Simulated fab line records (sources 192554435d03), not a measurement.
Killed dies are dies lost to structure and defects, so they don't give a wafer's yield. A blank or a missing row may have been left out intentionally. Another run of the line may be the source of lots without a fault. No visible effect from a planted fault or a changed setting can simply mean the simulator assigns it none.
fab line records | flow n5Finfet | part 1 of 2: steps 1 to 3 of 6
[record] lots = 24 | wafers = 72 | lastDay = 18
route steps=1938 shown BEOL_M4@1104 BEOL_M5@1131
lots that met no fault: from a run of the same line without faults
startH: start of the lot's first displayed wafer, in hours after the record's first day | waitH: time in hours since the lot's previous step | " the same as in the row above | L1.1+2: several wafers, shown together as one row | - either no value or no given start | * or withheld: withheld | < > ~ a bound
route shown NAME@n: names a module that has steps shown in the file, with the first one's number in the route | usual: mean/standard deviation taken from wafers without a fault | same: alike in all rows | chamber/n: place in a boat | sites: each site's reading | _std_site: the standard deviation of these | _edge_site: inner sites' mean taken away from outer sites' mean | radiusMm: for every site, how far away it sits from the centre of the wafer | mask NAME#n: copy n | behind: tool/chamber where the wafer was last shaped | hold: why the lot was held/for how many hours/how that ended | device: whichever transistor did not switch (one of n, p or np) | end of line: the route-end tests of the same wafers | a step with no rows: only its recipe | killed: the dies lost at the first sort to structure and to defects; this is not the yield of the wafer | map: a wafer's dies, marking killed ones x, the rest . and places with no die _
set.NAME: the setting the step ran with; set.NAME@STEP: the setting that earlier step ran with | model.NAME: the simulator's own value behind a step, which no gauge read
route steps across a sampled set of lots; one table per step, one row per wafer
services: from which hour (startH, from the record's first day; less than 0 if before it) a tool's chamber was out of use, for how many hours, and why
[[steps]]
[step N5_BEOL_M4_THK_MEAS_53]
[recipe] thkMeasGauge = xrf | reads = Cu_of_BEOL_M4_ECD_50
[usual] M4_THK = 40.4/1.4
lot.wafer | tool         | chamber | startH | waitH | M4_THK[nm]
L074.2    | filmMetro-01 | -       | 163.19 | -     | 40.3
L074.3    | "            | -       | "      | "     | 39.4
L074.4    | "            | -       | "      | "     | 38.3
L076.1    | filmMetro-02 | -       | 165.27 | -     | 40.6
L076.2    | "            | -       | "      | "     | 39.8
L076.4    | "            | -       | "      | "     | 41.3
L075.3    | filmMetro-02 | -       | 182.79 | -     | 40.8
L075.4    | "            | -       | "      | "     | 39.9
L075.5    | "            | -       | "      | "     | 39.0
L077.1    | filmMetro-02 | -       | 183.05 | -     | 39.6
L077.4    | "            | -       | "      | "     | 41.3
L077.6    | "            | -       | "      | "     | 41.7
L078.3    | filmMetro-02 | -       | 188.02 | -     | 38.9
L078.5    | "            | -       | "      | "     | 40.1
L078.6    | "            | -       | "      | "     | 39.9
L079.1    | filmMetro-02 | -       | 200.20 | -     | 39.0
L079.2    | "            | -       | "      | "     | 41.5
L079.6    | "            | -       | "      | "     | 40.7
L081.2    | filmMetro-02 | -       | 208.72 | -     | 39.1
L081.4    | "            | -       | "      | "     | 41.9
L081.5    | "            | -       | "      | "     | 38.6
L082.4    | filmMetro-01 | -       | 213.28 | -     | 39.2
L082.5    | "            | -       | "      | "     | 40.6
L082.6    | "            | -       | "      | "     | 40.1
L080.1    | filmMetro-02 | -       | 216.49 | -     | 42.1
L080.2    | "            | -       | "      | "     | 42.9
L080.4    | "            | -       | "      | "     | 42.5
L083.1    | filmMetro-01 | -       | 218.02 | -     | 38.6
L083.2    | "            | -       | "      | "     | 41.6
L083.6    | "            | -       | "      | "     | 39.3
L084.3    | filmMetro-02 | -       | 221.80 | -     | 40.0
L084.5    | "            | -       | "      | "     | 40.3
L084.6    | "            | -       | "      | "     | 43.0
L085.1    | filmMetro-02 | -       | 238.42 | -     | 42.0
L085.3    | "            | -       | "      | "     | 39.0
L085.5    | "            | -       | "      | "     | 40.3
L086.1    | filmMetro-01 | -       | 250.73 | -     | 40.6
L086.2    | "            | -       | "      | "     | 41.6
L086.3    | "            | -       | "      | "     | 42.2
L087.1    | filmMetro-01 | -       | 256.08 | -     | 38.9
L087.3    | "            | -       | "      | "     | 39.7
L087.4    | "            | -       | "      | "     | 40.6
L088.1    | filmMetro-02 | -       | 259.43 | -     | 40.7
L088.4    | "            | -       | "      | "     | 38.5
L088.5    | "            | -       | "      | "     | 39.3
L090.3    | filmMetro-01 | -       | 265.10 | -     | 42.1
L090.4    | "            | -       | "      | "     | 41.3
L090.6    | "            | -       | "      | "     | 42.2
L091.2    | filmMetro-02 | -       | 273.02 | -     | 38.8
L091.3    | "            | -       | "      | "     | 40.7
L091.6    | "            | -       | "      | "     | 39.4
L089.3    | filmMetro-02 | -       | 276.69 | -     | 42.0
L089.5    | "            | -       | "      | "     | 43.1
L089.6    | "            | -       | "      | "     | 42.7
L092.2    | filmMetro-01 | -       | 280.05 | -     | 40.9
L092.3    | "            | -       | "      | "     | 40.6
L092.4    | "            | -       | "      | "     | 41.1
L094.1    | filmMetro-01 | -       | 282.24 | -     | 39.0
L094.2    | "            | -       | "      | "     | 40.5
L094.4    | "            | -       | "      | "     | 39.8
L093.1    | filmMetro-01 | -       | 284.36 | -     | 41.0
L093.2    | "            | -       | "      | "     | 42.3
L093.4    | "            | -       | "      | "     | 39.4
L095.2    | filmMetro-02 | -       | 287.48 | -     | 37.8
L095.3    | "            | -       | "      | "     | 39.0
L095.4    | "            | -       | "      | "     | 39.4
L096.3    | filmMetro-02 | -       | 308.46 | -     | 39.2
L096.5    | "            | -       | "      | "     | 38.7
L096.6    | "            | -       | "      | "     | 38.1
L097.1    | filmMetro-02 | -       | 311.43 | -     | 37.7
L097.4    | "            | -       | "      | "     | 39.4
L097.5    | "            | -       | "      | "     | 39.4
[step N5_BEOL_M5_ETCH_61]
[recipe] chemistry = CF4 | target = SiARC | targetDepthA = 156 | maskMaterial = CAR-EUV | timeS = 26 | ionEnergyEv = 80 | pressureMtorr = 40 | sourceW = 545 | biasW = 36 | Ar_flow_sccm = 100 | cf4FlowSccm = 100 | ends = cleared
[usual] drypumpMotorCurrentA = 5.8/0.44 | etchRfOnTimeS = 25.9/0.59 | oesProductAu = 0.69/0.076 | rfVppV = 183.6/1 | showerheadPlenumPTorr = 2.09/0.035 | throttleValvePct = 15.66/0.24
lot.wafer | tool       | chamber | startH | waitH | drypumpMotorCurrentA | etchRfOnTimeS | oesProductAu | rfHoursCounterH | rfVppV | showerheadPlenumPTorr | throttleValvePct
L074.2    | rieDiel-01 | 0       | 166.02 | 0.0   | 6.1                  | 25.3          | 0.80         | 13              | 183.7  | 2.10                  | 15.46
L074.3    | "          | 2       | "      | "     | 6.0                  | 25.3          | 0.83         | 4               | 184.7  | 2.10                  | 15.43
L074.4    | "          | 0       | "      | "     | 6.1                  | 25.3          | 0.81         | -               | 184.3  | 2.10                  | 15.47
L076.1    | rieDiel-01 | 0       | 168.67 | 0.0   | 6.1                  | 25.0          | 0.80         | 14              | 183.2  | 2.10                  | 15.47
L076.2    | "          | 1       | "      | "     | 5.9                  | 25.6          | 0.75         | 61              | 181.7  | 2.08                  | 15.35
L076.4    | "          | 2       | "      | "     | 6.0                  | 25.1          | 0.83         | -               | 182.7  | 2.10                  | 15.43
L075.3    | rieDiel-01 | 3       | 186.78 | 0.0   | 6.7                  | 24.9          | 0.65         | 156             | 184.9  | 2.14                  | 15.57
L075.4    | "          | 1       | "      | "     | 5.9                  | 26.0          | 0.74         | 66              | 182.0  | 2.08                  | 15.38
L075.5    | "          | 1       | "      | "     | 5.9                  | 25.8          | 0.74         | -               | 183.5  | 2.08                  | 15.35
L077.1    | rieDiel-06 | 3       | 186.94 | 0.0   | 5.0                  | 26.1          | 0.63         | 174             | 183.8  | 2.05                  | 15.74
L077.4    | "          | 1       | "      | "     | 5.3                  | 26.4          | 0.61         | 209             | 184.0  | 2.06                  | 15.62
L077.6    | "          | 3       | "      | "     | 5.0                  | 26.1          | 0.63         | -               | 183.0  | 2.05                  | 15.74
L078.3    | rieDiel-03 | 3       | 191.14 | 0.0   | 5.0                  | 25.9          | 0.61         | 211             | 183.5  | 2.04                  | 15.82
L078.5    | "          | 2       | "      | "     | 5.6                  | 26.4          | 0.62         | -               | 184.5  | 2.14                  | 16.07
L078.6    | "          | 3       | "      | "     | 5.0                  | 26.2          | 0.61         | -               | 182.9  | 2.04                  | 15.80
L079.1    | rieDiel-06 | 0       | 202.97 | 0.0   | 6.2                  | 26.4          | 0.73         | 54              | 183.9  | 2.09                  | 15.31
L079.2    | "          | 2       | "      | "     | 5.8                  | 25.0          | 0.63         | 184             | 185.8  | 2.13                  | 15.89
L079.6    | "          | 3       | "      | "     | 5.0                  | 25.8          | 0.64         | -               | 183.7  | 2.05                  | 15.74
L081.2    | rieDiel-03 | 3       | 212.29 | 0.0   | 5.0                  | 26.3          | 0.60         | 218             | 184.5  | 2.04                  | 15.82
L081.4    | "          | 2       | "      | "     | 5.6                  | 26.6          | 0.61         | 199             | 184.2  | 2.13                  | 16.08
L081.5    | "          | 1       | "      | "     | 5.7                  | 26.2          | 0.58         | -               | 184.4  | 2.10                  | 16.15
L082.4    | rieDiel-06 | 0       | 217.32 | 0.0   | 6.2                  | 26.4          | 0.72         | 59              | 183.0  | 2.09                  | 15.32
L082.5    | "          | 3       | "      | "     | 5.0                  | 26.2          | 0.63         | -               | 184.7  | 2.04                  | 15.76
L082.6    | "          | 2       | "      | "     | 5.7                  | 25.2          | 0.63         | -               | 184.2  | 2.13                  | 15.90
L080.1    | rieDiel-06 | 3       | 220.97 | 0.0   | 5.0                  | 26.1          | 0.63         | 182             | 183.4  | 2.04                  | 15.76
L080.2    | "          | 0       | "      | "     | 6.2                  | 26.3          | 0.73         | 60              | 183.1  | 2.08                  | 15.33
L080.4    | "          | 0       | "      | "     | 6.2                  | 26.1          | 0.73         | -               | 183.0  | 2.08                  | 15.34
L083.1    | rieDiel-06 | 3       | 221.20 | 0.0   | 5.0                  | 26.4          | 0.62         | 183             | 183.5  | 2.04                  | 15.75
L083.2    | "          | 2       | "      | "     | 5.7                  | 25.2          | 0.63         | 190             | 184.2  | 2.13                  | 15.91
L083.6    | "          | 0       | "      | "     | 6.2                  | 26.5          | 0.72         | -               | 183.9  | 2.08                  | 15.33
L084.3    | rieDiel-03 | 1       | 226.92 | 0.0   | 5.6                  | 26.2          | 0.58         | 246             | 184.9  | 2.10                  | 16.19
L084.5    | "          | 2       | "      | "     | 5.6                  | 26.9          | 0.60         | -               | 183.9  | 2.13                  | 16.08
L084.6    | "          | 0       | "      | "     | 6.0                  | 26.5          | 0.74         | -               | 183.6  | 2.15                  | 15.49
L085.1    | rieDiel-01 | 2       | 242.00 | 0.0   | 6.0                  | 25.5          | 0.77         | 29              | 182.2  | 2.09                  | 15.49
L085.3    | "          | 0       | "      | "     | 6.1                  | 25.9          | 0.74         | 36              | 183.8  | 2.10                  | 15.50
L085.5    | "          | 2       | "      | "     | 6.1                  | 25.6          | 0.76         | -               | 184.3  | 2.09                  | 15.49
L086.1    | rieDiel-06 | 2       | 256.11 | 0.0   | 5.8                  | 25.2          | 0.63         | 197             | 184.5  | 2.13                  | 15.92
L086.2    | "          | 3       | "      | "     | 5.0                  | 26.6          | 0.61         | 197             | 183.2  | 2.04                  | 15.81
L086.3    | "          | 0       | "      | "     | 6.2                  | 26.3          | 0.72         | 74              | 182.7  | 2.08                  | 15.36
L087.1    | rieDiel-01 | 1       | 259.65 | 0.0   | 5.8                  | 25.6          | 0.72         | 91              | 183.4  | 2.07                  | 15.40
L087.3    | "          | 3       | "      | "     | 6.7                  | 25.2          | 0.63         | 181             | 184.4  | 2.13                  | 15.63
L087.4    | "          | 2       | "      | "     | 6.0                  | 25.5          | 0.76         | 36              | 182.5  | 2.08                  | 15.50
L088.1    | rieDiel-01 | 3       | 262.97 | 0.0   | 6.7                  | 25.0          | 0.63         | 182             | 183.1  | 2.13                  | 15.62
L088.4    | "          | 1       | "      | "     | 5.8                  | 25.6          | 0.72         | 92              | 182.3  | 2.07                  | 15.41
L088.5    | "          | 3       | "      | "     | 6.7                  | 25.2          | 0.63         | -               | 184.2  | 2.13                  | 15.61
L090.3    | rieDiel-06 | 1       | 268.68 | 0.0   | 5.3                  | 26.7          | 0.59         | 234             | 183.8  | 2.05                  | 15.66
L090.4    | "          | 3       | "      | "     | 5.0                  | 26.2          | 0.62         | 202             | 182.5  | 2.04                  | 15.80
L090.6    | "          | 2       | "      | "     | 5.8                  | 25.3          | 0.62         | -               | 183.4  | 2.13                  | 15.94
L091.2    | rieDiel-03 | 1       | 276.41 | 0.0   | 5.6                  | 26.0          | 0.81         | 3               | 182.2  | 2.10                  | 15.68
L091.3    | "          | 3       | "      | "     | 5.0                  | 26.4          | 0.59         | 232             | 182.5  | 2.04                  | 15.86
L091.6    | "          | 3       | "      | "     | 5.0                  | 26.4          | 0.59         | -               | 183.3  | 2.04                  | 15.85
L089.3    | rieDiel-01 | 3       | 280.51 | 0.0   | 6.7                  | 24.7          | 0.62         | 189             | 182.2  | 2.13                  | 15.64
L089.5    | "          | 1       | "      | "     | 5.8                  | 25.6          | 0.71         | -               | 182.6  | 2.07                  | 15.42
L089.6    | "          | 0       | "      | "     | 6.1                  | 25.4          | 0.74         | -               | 182.2  | 2.09                  | 15.53
L092.2    | rieDiel-03 | 2       | 287.15 | 0.0   | 5.6                  | 26.9          | 0.60         | 217             | 183.1  | 2.13                  | 16.11
L092.3    | "          | 0       | "      | "     | 6.0                  | 26.6          | 0.72         | 56              | 185.7  | 2.15                  | 15.52
L092.4    | "          | 3       | "      | "     | 5.0                  | 26.6          | 0.59         | 233             | 183.7  | 2.04                  | 15.84
L094.1    | rieDiel-03 | 0       | 288.08 | 0.0   | 6.0                  | 26.4          | 0.73         | 56              | 184.5  | 2.15                  | 15.52
L094.2    | "          | 2       | "      | "     | 5.6                  | 26.9          | 0.60         | 218             | 184.3  | 2.13                  | 16.13
L094.4    | "          | 3       | "      | "     | 5.0                  | 26.5          | 0.59         | 233             | 180.9  | 2.04                  | 15.87
L093.1    | rieDiel-03 | 2       | 289.76 | 0.0   | 5.6                  | 26.7          | 0.60         | 218             | 184.1  | 2.13                  | 16.11
L093.2    | "          | 1       | "      | "     | 5.6                  | 26.1          | 0.80         | 6               | 184.2  | 2.10                  | 15.70
L093.4    | "          | 0       | "      | "     | 6.0                  | 26.1          | 0.73         | 58              | 184.4  | 2.15                  | 15.52
L095.2    | rieDiel-01 | 0       | 291.91 | 0.0   | 6.1                  | 25.5          | 0.73         | 55              | 183.9  | 2.09                  | 15.55
L095.3    | "          | 3       | "      | "     | 6.6                  | 25.1          | 0.62         | 195             | 185.2  | 2.12                  | 15.66
L095.4    | "          | 2       | "      | "     | 6.1                  | 25.2          | 0.74         | 50              | 184.0  | 2.08                  | 15.55
L096.3    | rieDiel-03 | 3       | 311.67 | 0.0   | 5.0                  | 26.4          | 0.59         | 242             | 181.2  | 2.03                  | 15.86
L096.5    | "          | 1       | "      | "     | 5.7                  | 26.0          | 0.78         | -               | 183.1  | 2.09                  | 15.71
L096.6    | "          | 0       | "      | "     | 6.0                  | 26.5          | 0.71         | -               | 185.3  | 2.15                  | 15.55
L097.1    | rieDiel-03 | 2       | 314.50 | 0.0   | 5.6                  | 26.6          | 0.59         | 226             | 183.7  | 2.12                  | 16.14
L097.4    | "          | 0       | "      | "     | 6.0                  | 26.5          | 0.71         | 66              | 185.6  | 2.15                  | 15.54
L097.5    | "          | 0       | "      | "     | 6.0                  | 26.6          | 0.72         | -               | 185.6  | 2.15                  | 15.56
[step N5_BEOL_M5_ETCH_75]
[recipe] chemistry = N2/H2 | target = underlayer | targetDepthA = 65 | maskMaterial = CAR-EUV | timeS = 5.2 | ionEnergyEv = 200 | pressureMtorr = 30 | sourceW = 840 | biasW = 150 | n2FlowSccm = 200 | h2FlowSccm = 200 | ends = cleared
[usual] drypumpMotorCurrentA = 5.8/0.47 | etchRfOnTimeS = 5.18/0.11 | oesProductAu = 0.69/0.075 | rfVppV = 522.4/1.9 | showerheadPlenumPTorr = 2.49/0.054 | throttleValvePct = 17.94/0.22
lot.wafer | tool       | chamber | startH | waitH | drypumpMotorCurrentA | etchRfOnTimeS | oesProductAu | rfHoursCounterH | rfVppV | showerheadPlenumPTorr | throttleValvePct
L074.2    | rieDiel-03 | 2       | 169.29 | 0.0   | 5.6                  | 5.31          | 0.62         | 187             | 523.5  | 2.53                  | 18.21
L074.3    | "          | 1       | "      | "     | 5.7                  | 5.25          | 0.58         | 229             | 523.0  | 2.51                  | 18.42
L074.4    | "          | 2       | "      | "     | 5.6                  | 5.33          | 0.62         | -               | 523.8  | 2.53                  | 18.21
L076.1    | rieDiel-01 | 1       | 169.64 | 0.0   | 5.9                  | 5.09          | 0.75         | 62              | 522.7  | 2.46                  | 17.52
L076.2    | "          | 0       | "      | "     | 6.1                  | 5.08          | 0.80         | 15              | 522.0  | 2.49                  | 17.63
L076.4    | "          | 1       | "      | "     | 5.8                  | 5.12          | 0.75         | -               | 522.2  | 2.46                  | 17.51
L075.3    | rieDiel-06 | 1       | 187.63 | 0.0   | 5.3                  | 5.37          | 0.60         | 209             | 517.9  | 2.42                  | 17.93
L075.4    | "          | 3       | "      | "     | 5.0                  | 5.23          | 0.63         | 174             | 520.4  | 2.42                  | 17.96
L075.5    | "          | 3       | "      | "     | 5.0                  | 5.25          | 0.63         | -               | 519.8  | 2.43                  | 17.96
L077.1    | rieDiel-01 | 3       | 187.93 | 0.0   | 6.7                  | 5.06          | 0.64         | 156             | 523.0  | 2.55                  | 17.90
L077.4    | "          | 1       | "      | "     | 5.8                  | 5.15          | 0.74         | 67              | 519.2  | 2.46                  | 17.52
L077.6    | "          | 2       | "      | "     | 6.1                  | 5.02          | 0.81         | -               | 522.5  | 2.50                  | 17.99
L078.3    | rieDiel-03 | 3       | 192.80 | 0.0   | 5.0                  | 5.23          | 0.61         | 212             | 519.3  | 2.41                  | 17.97
L078.5    | "          | 2       | "      | "     | 5.6                  | 5.29          | 0.62         | -               | 523.6  | 2.52                  | 18.21
L078.6    | "          | 3       | "      | "     | 5.0                  | 5.23          | 0.60         | -               | 522.1  | 2.41                  | 17.96
L079.1    | rieDiel-06 | 3       | 203.81 | 0.0   | 5.0                  | 5.23          | 0.62         | 178             | 520.4  | 2.42                  | 17.98
L079.2    | "          | 1       | "      | "     | 5.3                  | 5.37          | 0.60         | 212             | 521.1  | 2.42                  | 17.95
L079.6    | "          | 3       | "      | "     | 5.0                  | 5.19          | 0.63         | -               | 521.5  | 2.42                  | 17.96
L081.2    | rieDiel-03 | 2       | 213.91 | 0.0   | 5.6                  | 5.34          | 0.61         | 200             | 524.0  | 2.52                  | 18.23
L081.4    | "          | 0       | "      | "     | 6.0                  | 5.23          | 0.76         | 37              | 525.4  | 2.59                  | 17.95
L081.5    | "          | 0       | "      | "     | 6.0                  | 5.27          | 0.74         | -               | 524.0  | 2.59                  | 17.93
L082.4    | rieDiel-03 | 0       | 219.56 | 0.0   | 6.0                  | 5.27          | 0.74         | 39              | 524.6  | 2.59                  | 17.95
L082.5    | "          | 3       | "      | "     | 5.0                  | 5.23          | 0.61         | -               | 518.5  | 2.41                  | 17.99
L082.6    | "          | 0       | "      | "     | 6.0                  | 5.25          | 0.75         | -               | 524.2  | 2.59                  | 17.97
L083.1    | rieDiel-01 | 2       | 225.53 | 0.0   | 6.0                  | 5.03          | 0.78         | 22              | 521.9  | 2.50                  | 18.00
L083.2    | "          | 1       | "      | "     | 5.8                  | 5.08          | 0.73         | 78              | 522.2  | 2.45                  | 17.53
L083.6    | "          | 3       | "      | "     | 6.7                  | 4.96          | 0.64         | -               | 523.6  | 2.54                  | 17.91
L080.1    | rieDiel-06 | 2       | 226.13 | 0.0   | 5.8                  | 5.00          | 0.63         | 191             | 523.3  | 2.52                  | 18.03
L080.2    | "          | 3       | "      | "     | 5.0                  | 5.14          | 0.63         | 184             | 519.8  | 2.42                  | 17.98
L080.4    | "          | 0       | "      | "     | 6.2                  | 5.22          | 0.73         | -               | 523.3  | 2.47                  | 17.60
L084.3    | rieDiel-01 | 2       | 229.66 | 0.0   | 6.1                  | 5.13          | 0.78         | 25              | 523.2  | 2.50                  | 18.00
L084.5    | "          | 3       | "      | "     | 6.7                  | 4.99          | 0.64         | -               | 525.2  | 2.54                  | 17.93
L084.6    | "          | 2       | "      | "     | 6.1                  | 5.08          | 0.78         | -               | 523.7  | 2.50                  | 18.03
L085.1    | rieDiel-06 | 0       | 244.06 | 0.0   | 6.2                  | 5.26          | 0.72         | 69              | 520.8  | 2.47                  | 17.63
L085.3    | "          | 1       | "      | "     | 5.3                  | 5.37          | 0.59         | 223             | 520.0  | 2.42                  | 17.95
L085.5    | "          | 3       | "      | "     | 5.0                  | 5.23          | 0.62         | -               | 518.5  | 2.42                  | 17.98
L086.1    | rieDiel-06 | 2       | 257.76 | 0.0   | 5.8                  | 5.08          | 0.63         | 197             | 525.1  | 2.51                  | 18.02
L086.2    | "          | 0       | "      | "     | 6.2                  | 5.32          | 0.71         | 75              | 521.2  | 2.47                  | 17.63
L086.3    | "          | 1       | "      | "     | 5.3                  | 5.29          | 0.59         | 230             | 519.4  | 2.42                  | 17.98
L087.1    | rieDiel-01 | 0       | 261.07 | 0.0   | 6.1                  | 5.13          | 0.75         | 43              | 522.1  | 2.48                  | 17.66
L087.3    | "          | 2       | "      | "     | 6.1                  | 5.07          | 0.75         | 37              | 522.9  | 2.49                  | 18.06
L087.4    | "          | 3       | "      | "     | 6.7                  | 5.02          | 0.63         | 182             | 521.8  | 2.54                  | 17.94
L088.1    | rieDiel-01 | 2       | 264.47 | 0.0   | 6.0                  | 5.06          | 0.76         | 38              | 522.7  | 2.49                  | 18.06
L088.4    | "          | 0       | "      | "     | 6.1                  | 5.10          | 0.75         | 45              | 521.8  | 2.47                  | 17.67
L088.5    | "          | 3       | "      | "     | 6.7                  | 5.01          | 0.62         | -               | 523.6  | 2.53                  | 17.91
L090.3    | rieDiel-03 | 3       | 270.55 | 0.0   | 5.0                  | 5.34          | 0.59         | 230             | 521.5  | 2.40                  | 18.00
L090.4    | "          | 1       | "      | "     | 5.7                  | 5.24          | 0.82         | -               | 522.7  | 2.50                  | 18.05
L090.6    | "          | 0       | "      | "     | 6.0                  | 5.37          | 0.71         | -               | 526.5  | 2.59                  | 18.00
L091.2    | rieDiel-01 | 2       | 278.15 | 0.0   | 6.1                  | 4.97          | 0.75         | 43              | 520.3  | 2.49                  | 18.05
L091.3    | "          | 3       | "      | "     | 6.6                  | 5.01          | 0.63         | 187             | 523.5  | 2.53                  | 17.95
L091.6    | "          | 3       | "      | "     | 6.7                  | 4.99          | 0.62         | -               | 523.4  | 2.53                  | 17.93
L089.3    | rieDiel-01 | 2       | 284.39 | 0.0   | 6.1                  | 5.02          | 0.75         | 46              | 521.8  | 2.49                  | 18.07
L089.5    | "          | 2       | "      | "     | 6.1                  | 5.02          | 0.75         | -               | 523.9  | 2.49                  | 18.07
L089.6    | "          | 1       | "      | "     | 5.8                  | 5.10          | 0.72         | -               | 519.5  | 2.44                  | 17.59
L092.2    | rieDiel-03 | 2       | 290.63 | 0.0   | 5.6                  | 5.36          | 0.60         | 219             | 522.3  | 2.51                  | 18.26
L092.3    | "          | 3       | "      | "     | 5.0                  | 5.26          | 0.59         | 235             | 519.4  | 2.40                  | 18.00
L092.4    | "          | 1       | "      | "     | 5.7                  | 5.28          | 0.80         | 6               | 522.7  | 2.50                  | 18.03
L094.1    | rieDiel-03 | 2       | 291.13 | 0.0   | 5.6                  | 5.38          | 0.59         | 219             | 524.9  | 2.51                  | 18.26
L094.2    | "          | 0       | "      | "     | 6.0                  | 5.33          | 0.72         | 58              | 523.8  | 2.58                  | 17.96
L094.4    | "          | 3       | "      | "     | 5.0                  | 5.27          | 0.59         | 235             | 522.8  | 2.40                  | 18.02
L093.1    | rieDiel-03 | 0       | 293.97 | 0.0   | 6.0                  | 5.27          | 0.73         | 60              | 525.5  | 2.58                  | 17.99
L093.2    | "          | 1       | "      | "     | 5.7                  | 5.23          | 0.80         | 8               | 521.8  | 2.50                  | 18.05
L093.4    | "          | 3       | "      | "     | 5.0                  | 5.20          | 0.60         | 236             | 519.9  | 2.40                  | 18.00
L095.2    | rieDiel-01 | 3       | 295.05 | 0.0   | 6.7                  | 5.00          | 0.62         | 196             | 521.5  | 2.53                  | 17.96
L095.3    | "          | 1       | "      | "     | 5.9                  | 5.09          | 0.71         | 105             | 524.4  | 2.44                  | 17.59
L095.4    | "          | 0       | "      | "     | 6.1                  | 5.17          | 0.72         | 56              | 520.6  | 2.47                  | 17.68
L096.3    | rieDiel-03 | 2       | 313.14 | 0.0   | 5.6                  | 5.25          | 0.60         | 226             | 522.4  | 2.51                  | 18.28
L096.5    | "          | 0       | "      | "     | 6.0                  | 5.21          | 0.72         | -               | 523.7  | 2.58                  | 18.00
L096.6    | "          | 1       | "      | "     | 5.7                  | 5.17          | 0.79         | -               | 523.6  | 2.50                  | 18.08
L097.1    | rieDiel-03 | 2       | 315.58 | 0.0   | 5.6                  | 5.28          | 0.59         | 227             | 524.8  | 2.51                  | 18.28
L097.4    | "          | 0       | "      | "     | 6.0                  | 5.20          | 0.72         | 67              | 523.0  | 2.58                  | 17.98
L097.5    | "          | 3       | "      | "     | 5.0                  | 5.18          | 0.59         | -               | 517.9  | 2.40                  | 18.05
